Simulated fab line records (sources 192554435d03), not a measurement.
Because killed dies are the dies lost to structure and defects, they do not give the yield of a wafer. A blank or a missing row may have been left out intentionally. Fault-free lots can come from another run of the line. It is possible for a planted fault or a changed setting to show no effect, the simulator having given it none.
Problem report in the 8D (eight disciplines) form, filled by code + flow n5 finfet + the parts of the form that need people (team, actions taken, sign-off) are left out

1. WHAT IS WRONG
Wafers without a fault read 13, standard deviation 5.1; killed_at_M4_up at N5_PASSIVATION_PROBE_49 reads a mean of 93 on 2 wafers belonging to 2 lots. Measured from the usual mean, that is +16 standard deviations.
Earliest sighting: wafer L314.1 on prober-01 at day 18 02:29. The record holds 11 wafers of 4 lots with a number at this step. By rule, "out" or "out of limits" means more than 4 standard deviations away from the usual mean. The other wafers with a number count as sound.

2. WHAT IT IS, WHAT IT ISN'T
| question                    | is                                                    | is not                                                                                                                     |
|-----------------------------|-------------------------------------------------------|----------------------------------------------------------------------------------------------------------------------------|
| which readings at this step | killed_at_M4_up, defect limited yield, sort yield pct | killed_at_M0_to_M3, killed at contacts, killed at front end, killed at other, killed open, killed short, sort_bin_6_memory |
| which lots                  | L314, L315                                            | L308, L310                                                                                                                 |
| which wafers of those lots  | L314.1, L315.5                                        | L314.5, L314.6, L315.1, L315.2                                                                                             |
| read on which tools         | prober-01, prober-02                                  | -                                                                                                                          |
| when                        | from day 18 02:29                                     | up to then (6 sound wafers); but 3 sound wafers of L314, L315 came after                                                   |

3. SUSPECTS, AND WHAT RULES EACH OUT
Counting: any tool at a process step up to the reading remains a suspect provided it ran every lot that is out. Sound lots after the first of them don't rule it out here, since some wafers of a struck lot are sound.
- pvd sputter-02 at N5_BEOL_M5_SPUTTER_88 (material Cu, target thk 15 nm, time 27.62 s): kept. It processed each lot that is out (first: L315, day 13 09:00); up to then, its last sound lot is L310 (day 10 09:05).
Left after counting: pvd sputter-02 at N5_BEOL_M5_SPUTTER_88.

4. THE CAUSE (what the simulator had put in)
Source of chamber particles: pvd sputter-02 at N5_BEOL_M5_SPUTTER_88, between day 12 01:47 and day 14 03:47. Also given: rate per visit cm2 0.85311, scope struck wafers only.
After counting, this tool was the only one left.

5. SEQUENCE OF EFFECTS, ordered by route
One row per reading whose mean, taken over the struck wafers that have a number, lies over 3 standard deviations from the usual. Only readings whose record carries a usual standard deviation are examined. hours: median over the lots of the time between each lot's start at the first step of this table that gives one and its start at this step. sigmas: the change, counted in usual standard deviations.
| hours | step                    | reading              | usual  | on struck wafers | change | sigmas |
|-------|-------------------------|----------------------|--------|------------------|--------|--------|
| 0     | N5_PASSIVATION_PROBE_49 | defect limited yield | 91.2 % | 84.8             | -6.4   | -4.6   |
| 0     | N5_PASSIVATION_PROBE_49 | killed_at_M4_up      | 13     | 93               | +80    | +16    |
| 0     | N5_PASSIVATION_PROBE_49 | killed dies          | 104    | 180              | +76    | +4.4   |
| 0     | N5_PASSIVATION_PROBE_49 | killed on rim        | 14     | 30               | +16    | +4.1   |
| 0     | N5_PASSIVATION_PROBE_49 | sort_bin_5_function  | 5.2 %  | 9.9              | +4.7   | +4.8   |
| 0     | N5_PASSIVATION_PROBE_49 | sort n pass          | 1076   | 1000             | -76    | -4.4   |
| 0     | N5_PASSIVATION_PROBE_49 | sort yield pct       | 91.2 % | 84.8             | -6.4   | -4.6   |
Process steps it contains:
- N5_PASSIVATION_PROBE_49

6. WHAT WOULD HAVE CAUGHT IT SOONER
In this record no reading fell out of limits until day 18 02:29, 145 hours after the fault had begun at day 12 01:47.
No tool reading at N5_BEOL_M5_SPUTTER_88 that has a usual standard deviation in the record was out on any struck wafer, so an alarm limit of 4 standard deviations on those readings would not have fired.
Lots out: 2; all had begun N5_BEOL_M5_SPUTTER_88 on pvd sputter-02 by day 18 02:29. A hold on the tool at that time would have spared none of them.
